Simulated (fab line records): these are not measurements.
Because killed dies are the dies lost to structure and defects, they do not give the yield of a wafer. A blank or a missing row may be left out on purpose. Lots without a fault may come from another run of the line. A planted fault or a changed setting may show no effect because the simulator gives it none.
A struck lot beside a sound one / flow n5Finfet / 23 out of 1938 route steps
Sound: these wafers, L874.2, L874.3, L874.6. The struck wafers were L880.3, L880.4, L880.5. The cause is named last.
Per side, at each step with rows, come the tool, then ch with its chambers, and then its first start. Under that, the readings that differ: sound wafers / struck wafers / difference of the means / sigmas: that difference in standard deviations of wafers without a fault.
alike: same words and numbers on both sides, and readings whose means sit less than 2 such deviations apart. not compared: any withheld reading, any reading some wafer has no value for, any bound like >300 that may hide the same value, and any number with overlapping values for which the record gives no deviation.
The two part at a step that has a row with sigmas, a row that says differs or no value, or rows on one side only. When numbers do not overlap yet have no deviation, they are printed without sigmas and do not part them. A reading missing from all wafers of one side parts the sides only when that side holds two or more wafers.

first, 8 steps without rows for these wafers: N5_BEOL_M8_ANNEAL_51 (time 90 s); N5_BEOL_M8_CMP_52 (polishes, stops on SiCOH lowk, t overpolish 6.9 s, target thk 80 nm); N5_BEOL_M8_PRE_CLEAN_55 (time 15 s); N5_BEOL_M8_DEP_56 (deposits SiCN from 3MS/NH3, target thk 10 nm, time 17.5 s); N5_BEOL_M9_ILD_DEP_00 (deposits SiCOH lowk from DEMS/porogen, target thk 308.51 nm, time 58 s); N5_BEOL_M9_CURE_71 (cures SiCOH lowk, time 240 s); N5_BEOL_M9_PECVD_70 (deposits SiO2 from TEOS/O2, target thk 20 nm, time 22.7 s); N5_BEOL_M9_HM_DEP_02 (deposits TiN, target thk 20 nm).
N5_BEOL_M9_COAT_59: time 60 s, resist thk 100 nm.
  sound on lithoTrack-01 ch 0, day 12 14:07; struck on lithoTrack-01 ch 0, day 13 16:10
reading=spinSpeedRpm (rpm); sound=1499.9 1499.6 1499.3; struck=1430.0 1429.4 1430.6; difference=-69.6; sigmas=-73
reading=model.SOC_of_BEOL_M9_COAT_59.thkNm (nm); sound=99.6 100.4 100.6; struck=102.4 102.6 102.2; difference=+2.2; sigmas=
  alike: plateTempC, resistLineTempC
then, 9 steps without rows for these wafers: N5_BEOL_M9_COAT_60 (time 60 s, resist thk 30 nm); N5_BEOL_M9_COAT_05 (resist thk 90 nm); N5_BEOL_M9_EBR_07; N5_BEOL_M9_SOFTBAKE_06 (time 60 s); N5_BEOL_M9_EXPOSE_08 (exposes mask M9); N5_BEOL_M9_PEB_09 (peb time 60 s); N5_BEOL_M9_DEVELOP_10 (develop time 30 s); N5_BEOL_M9_DESCUM_16 (chemistry O2, time 7.9 s); N5_BEOL_M9_ETCH_61 (etches SiARC in CF4, target depth 39 nm, time 65 s).
N5_BEOL_M9_ETCH_62: etches SOC in N2/H2, target depth 110 nm, overetch 22 nm, time 165 s.
  sound on rieDiel-03 ch 0,1,3, day 12 14:40; struck on rieDiel-05 ch 2,3, day 13 17:23
reading=model.etch.depthNm (nm); sound=99.63 100.4 100.6; struck=102.4 102.6 102.3; difference=+2.2; sigmas=
  alike: drypumpMotorCurrentA, h2FlowSccm, oesProductAu, rfVppV, showerheadPlenumPTorr, throttleValvePct
  not compared: rfHoursCounterH
then, 2 steps without rows for these wafers: N5_BEOL_M9_STRIP_68 (strips in N2/H2); N5_BEOL_M9_STRIP_67 (strips in CF4).
N5_BEOL_M9_HM_OPEN_17: chemistry Cl2/BCl3, target TiN, target depth 20 nm, overetch 6 nm.
  sound on rieMetal-01 ch 1, day 12 14:51; struck on rieMetal-03 ch 0,1, day 13 17:35
reading=model.SOC_of_BEOL_M9_COAT_59.thkNm (nm); sound=91.8 92.6 92.8; struck=94.2 94.8 94.2; difference=+2.0; sigmas=
  alike: drypumpMotorCurrentA, oesProductAu, throttleValvePct
  not compared: rfHoursCounterH
then, 1 step without rows for these wafers: N5_BEOL_M9_STRIP_19 (strips in O2).

== WHERE THEY PART ==
Only at N5_BEOL_M9_COAT_59, as far as this record shows. Later steps at which nothing parts them and some readings are alike: N5_BEOL_M9_ETCH_62, N5_BEOL_M9_HM_OPEN_17.

WHY: the cause the simulator had injected
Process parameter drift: lithoTrack-01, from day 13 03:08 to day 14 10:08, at N5_BEOL_M9_COAT_59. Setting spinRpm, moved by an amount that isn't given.
